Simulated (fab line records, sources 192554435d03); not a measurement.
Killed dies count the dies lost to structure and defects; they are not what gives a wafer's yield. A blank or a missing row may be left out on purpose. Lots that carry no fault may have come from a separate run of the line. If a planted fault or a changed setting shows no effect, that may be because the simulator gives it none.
Chamber matching | flow n5Finfet | N5_BEOL_M6_STRIP_36 on rieDiel-05: 4 sister chambers
The step strips in N2/H2. 8 wafers are shown with their chamber, then 8 later ones without.

WAFERS WITH THEIR CHAMBER
wafer  | chamber | showerheadPlenumPTorr (Torr) | throttleValvePct (%)
L081.6 | 3       | 2.53                         | 23.8
L080.1 | 2       | 2.54                         | 23.2
L080.5 | 1       | 2.49                         | 22.8
L080.6 | 2       | 2.54                         | 23.2
L090.1 | 0       | 2.70                         | 23.8
L090.4 | 0       | 2.70                         | 23.8
L090.5 | 1       | 2.49                         | 22.8
L093.1 | 3       | 2.52                         | 23.3

WAFERS WITHOUT THEIR CHAMBER
wafer  | showerheadPlenumPTorr (Torr) | throttleValvePct (%)
L093.3 | 2.48                         | 22.8
L093.4 | 2.53                         | 23.2
L086.3 | 2.52                         | 23.4
L086.4 | 2.48                         | 22.8
L086.5 | 2.52                         | 23.4
L097.3 | 2.48                         | 22.9
L097.4 | 2.69                         | 23.8
L097.6 | 2.69                         | 23.8

THE CHAMBER EACH PASSED THROUGH
wafer  | from the rows above     | in truth
L093.3 | 1                       | 1
L093.4 | can't be placed: 3 or 2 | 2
L086.3 | 3                       | 3
L086.4 | 1                       | 1
L086.5 | 3                       | 3
L097.3 | 1                       | 1
L097.4 | 0                       | 0
L097.6 | 0                       | 0
Correct placement for 7 of the 8. Unplaceable from these rows: 1, with the true chamber sitting among the candidates in 1. 0 placed wrongly.
How it was worked out, from the rows above alone: a wafer's distance from a chamber is the root of the sum, over the readings, of the square of ((its reading less the chamber's mean) divided by the reading's scatter). The wafer belongs to the nearest chamber; if the next one is less than 2 further off, it can't be placed. For every chamber, the mean is computed from those of its wafers that are shown. The scatter is the square root of a quotient: the sum, over the shown wafers, of each reading's squared deviation from its chamber's mean, divided by wafers minus chambers.
